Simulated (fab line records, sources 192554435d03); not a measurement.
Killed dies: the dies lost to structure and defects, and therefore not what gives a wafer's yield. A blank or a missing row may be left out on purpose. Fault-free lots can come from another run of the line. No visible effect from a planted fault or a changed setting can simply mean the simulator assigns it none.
What tool caused it? -- flow n5Finfet -- 10 lots with 30 wafers sampled at 2 steps, on a route of 1938 steps

== WHAT EACH GAUGE READ, for each wafer ==
N5_BEOL_M9_CD_MEAS_28: the cd target is 70 nm. Usual: cdNm 69.97 nm, standard deviation 0.23.
lot,measured,on,cdNm (nm),flag
L192,day 11 00:21,cdSem-02,70.10 70.06 69.75,
L193,day 12 04:01,cdSem-03,69.47 69.85 69.87,
L199,day 12 12:48,cdSem-01,69.90 70.36 70.35,
L197,day 12 21:58,cdSem-03,69.98 69.94 70.03,
L200,day 13 17:46,cdSem-02,69.87 70.04 69.88,
L201,day 13 22:20,cdSem-01,69.88 70.17 69.76,
L202,day 14 15:09,cdSem-01,70.10 69.62 70.28,
L212,day 17 10:02,cdSem-03,69.98 69.67 69.68,
L214,day 17 17:19,cdSem-01,69.76 69.80 69.71,
L213,day 18 05:08,cdSem-03,69.77 70.20 69.96,

== WHICH TOOL RAN EACH LOT (tool, then ch and the chambers of the sampled wafers, then the start) ==
lot,N5_BEOL_M9_STRIP_67
L192,"rieDiel-04 ch 2,3, day 10 20:02"
L193,"rieDiel-01 ch 2,3, day 12 02:45"
L199,"rieDiel-04 ch 0,2,3, day 12 10:29"
L197,"rieDiel-01 ch 1,2,3, day 12 19:30"
L200,"rieDiel-01 ch 0,2,3, day 13 15:05"
L201,"rieDiel-01 ch 0,1,3, day 13 19:34"
L202,"rieDiel-02 ch 0,2,3, day 14 13:10"
L212,"rieDiel-04 ch 0,2, day 17 08:23"
L214,"rieDiel-04 ch 1,2,3, day 17 15:31"
L213,"rieDiel-04 ch 0,2,3, day 18 03:35"
- N5_BEOL_M9_STRIP_67: strips in CF4.

== WHAT THE TOOLS THEMSELVES READ (means of the sampled wafers that have a number; where no wafer has one, the mark that the record gives instead) ==
N5_BEOL_M9_STRIP_67. Usual: drypumpMotorCurrentA 5.5 A, standard deviation 0.47; oesProductAu 0.79 a.u., standard deviation 0.089; rfVppV 272.0 V, standard deviation 1.2; showerheadPlenumPTorr 1.83 Torr, standard deviation 0.043; throttleValvePct 13.56 %, standard deviation 0.19.
lot,tool,drypumpMotorCurrentA (A),oesProductAu (a.u.),rfVppV (V),showerheadPlenumPTorr (Torr),throttleValvePct (%),flag
L192,rieDiel-04,5.6,0.72,271.1,1.78,13.65,
L193,rieDiel-01,4.7,0.73,271.6,1.83,13.64,
L199,rieDiel-04,5.7,0.79,271.4,1.80,13.58,
L197,rieDiel-01,5.2,0.81,271.6,1.83,13.60,
L200,rieDiel-01,5.0,0.72,271.9,1.83,13.64,
L201,rieDiel-01,5.3,0.80,272.6,1.85,13.52,
L202,rieDiel-02,5.1,0.75,272.2,1.86,13.73,
L212,rieDiel-04,5.9,0.91,271.9,1.80,13.43,
L214,rieDiel-04,5.7,0.85,271.5,1.81,13.41,
L213,rieDiel-04,5.8,0.84,271.6,1.79,13.49,

== THE ANSWER, worked out from the rows above alone ==
Rule: a lot counts as off when the mean over its wafers that have a number is more than 3 standard deviations away from the usual mean. Also off: a lot with no number at a reading for which 4 or more lots have one. All remaining lots with rows at the step are treated as sound. After the gauges, taken in route order, come the tools' own readings; for these a lot's mean is taken, as printed above. At the first step where some lot is off, the reading lying furthest off is the one used; lots without a number count as furthest.
Across all readings shown, no lot is off: no conclusion can be drawn from this.

== WHAT WAS PUT IN BY THE SIMULATOR ==
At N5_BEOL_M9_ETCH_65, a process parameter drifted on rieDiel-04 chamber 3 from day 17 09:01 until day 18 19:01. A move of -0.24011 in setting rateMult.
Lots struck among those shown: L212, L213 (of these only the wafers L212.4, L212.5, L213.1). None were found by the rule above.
